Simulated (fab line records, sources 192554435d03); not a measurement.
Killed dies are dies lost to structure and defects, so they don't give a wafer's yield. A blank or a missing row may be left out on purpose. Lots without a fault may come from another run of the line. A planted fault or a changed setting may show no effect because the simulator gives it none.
Split-lot experiment | flow n5_finfet | 7 lots, 39 wafers read, on a route of 1938 steps

THE SPLIT
At N5_HKMG_FIN_ETCH_54 (etches SiARC in CF4, target depth 45.5 nm, time 75.8 s), the setting source_w was moved away from the recipe's 545 W on 12 of the 39 wafers read, by -16.3% to +14.1%. The other wafers ran this setting at the recipe's value.

The reading is taken at the split's own step.

THE READING
rf_vpp_V, in V, at N5_HKMG_FIN_ETCH_54 (etches SiARC in CF4, target depth 45.5 nm, time 75.8 s). Fault-free wafers of this fab line usually give 184.6 V, standard deviation 1 V.

wafer  | tool, chamber at the split | source_w as run, W | against the recipe | rf_vpp_V, V | against lot-mates on the recipe
L075.1 | rie_diel-04, 0             | 545                | recipe             | 185.5       | -
L075.2 | rie_diel-04, 3             | 545                | recipe             | 185.4       | -
L075.3 | rie_diel-04, 2             | 545                | recipe             | 185.2       | -
L075.4 | rie_diel-04, 1             | 545                | recipe             | 185.7       | -
L075.5 | rie_diel-04, 3             | 545                | recipe             | 185.2       | -
L075.6 | rie_diel-04, 2             | 545                | recipe             | 184.5       | -
L077.1 | rie_diel-06, 0             | 545                | recipe             | 185.0       | -
L077.2 | rie_diel-06, 2             | 456.2              | -16.3%             | 195.6       | +11.0
L077.3 | rie_diel-06, 3             | 456.2              | -16.3%             | 194.6       | +10.0
L077.4 | rie_diel-06, 1             | 545                | recipe             | 184.5       | -
L077.5 | rie_diel-06, 3             | 456.2              | -16.3%             | 194.8       | +10.2
L077.6 | rie_diel-06, 0             | 545                | recipe             | 184.3       | -
L087.1 | rie_diel-06, 3             | 611.6              | +12.2%             | 176.0       | -7.7
L087.2 | rie_diel-06, 1             | 611.6              | +12.2%             | 175.8       | -7.9
L087.3 | rie_diel-06, 2             | 545                | recipe             | 184.9       | -
L087.4 | rie_diel-06, 3             | 545                | recipe             | 181.8       | -
L087.5 | rie_diel-06, 1             | 545                | recipe             | 184.3       | -
L087.6 | rie_diel-06, 2             | 611.6              | +12.2%             | 177.6       | -6.1
L090.1 | rie_diel-06, 3             | 545                | recipe             | 183.8       | -
L090.2 | rie_diel-06, 1             | 545                | recipe             | 183.5       | -
L090.3 | rie_diel-06, 2             | 545                | recipe             | 184.3       | -
L090.4 | rie_diel-06, 2             | 490                | -10.1%             | 191.3       | +7.4
L090.5 | rie_diel-06, 1             | 490                | -10.1%             | 190.7       | +6.8
L090.6 | rie_diel-06, 3             | 490                | -10.1%             | 189.2       | +5.3
L091.1 | rie_diel-04, 0             | 545                | recipe             | 184.9       | -
L091.2 | rie_diel-04, 3             | 621.6              | +14.1%             | 177.3       | -7.5
L091.3 | rie_diel-04, 2             | 545                | recipe             | 183.7       | -
L091.4 | rie_diel-04, 1             | 621.6              | +14.1%             | 176.2       | -8.6
L091.5 | rie_diel-04, 2             | 621.6              | +14.1%             | 174.5       | -10.3
L091.6 | rie_diel-04, 3             | 545                | recipe             | 185.9       | -
L093.2 | rie_diel-06, 1             | 545                | recipe             | 183.9       | -
L093.4 | rie_diel-06, 1             | 545                | recipe             | 184.3       | -
L093.6 | rie_diel-06, 2             | 545                | recipe             | 185.8       | -
L096.1 | rie_diel-01, 2             | 545                | recipe             | 186.2       | -
L096.2 | rie_diel-01, 1             | 545                | recipe             | 184.8       | -
L096.3 | rie_diel-01, 0             | 545                | recipe             | 185.8       | -
L096.4 | rie_diel-01, 3             | 545                | recipe             | 184.7       | -
L096.5 | rie_diel-01, 2             | 545                | recipe             | 186.7       | -
L096.6 | rie_diel-01, 3             | 545                | recipe             | 185.4       | -

THE FIT
A straight line over all 39 wafers: rf_vpp_V changes by -0.628 V for each +1% of source_w; r = -0.98; the points scatter about the line by 1 V.
The same after taking each lot's own level away (the mean of its wafers on the recipe; 39 wafers): -0.627 V for each +1%; r = -0.99; scatter 0.8 V.
On that fit, the largest move of source_w shifts the reading by 10 V.
The lots' own levels span 183.67 to 185.60 V, that is 1.9 times the standard deviation above.
So the lot-to-lot level changes the slope little: the two slopes agree.
Check: with one of the wafers moved furthest among these (-16.3%) left out of the fit, the line predicts +10.1 V for it against its lot-mates. It came out at +11 V against them.
Tool readings at the split's step, against how far the setting was moved: etch_rf_on_time_s r = -0.96; rf_vpp_V r = -0.98.

OTHER SPLITS ON THESE WAFERS
These wafers also went through other splits before the reading. Each is held against what the fit with the lots' levels taken away leaves over:
other split on the same wafers       | wafers away from the commonest value | r with rf_vpp_V (lot level and that fit taken away)
N5_DUMMY_GATE_ETCH_37 source_w       | 15                                   | +0.02
N5_DUMMY_GATE_ETCH_31 target_depth_a | 15                                   | +0.23
N5_DUMMY_GATE_ETCH_42 bias_w         | 18                                   | +0.02

THE WHOLE CHAIN: every reading that the file lists as answering this split, in the file's order
step                | what it does                                           | reading           | change (the file's fit)              | r (the file's)
N5_HKMG_FIN_ETCH_54 | etches SiARC in CF4, target depth 45.5 nm, time 75.8 s | etch_rf_on_time_s | withheld for each +1% of the setting | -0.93
N5_HKMG_FIN_ETCH_54 | etches SiARC in CF4, target depth 45.5 nm, time 75.8 s | rf_vpp_V          | -0.626 V for each +1% of the setting | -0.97

THE FILE'S OWN FIT
rf_vpp_V changes by -0.626 V for each +1% of source_w, r = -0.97.
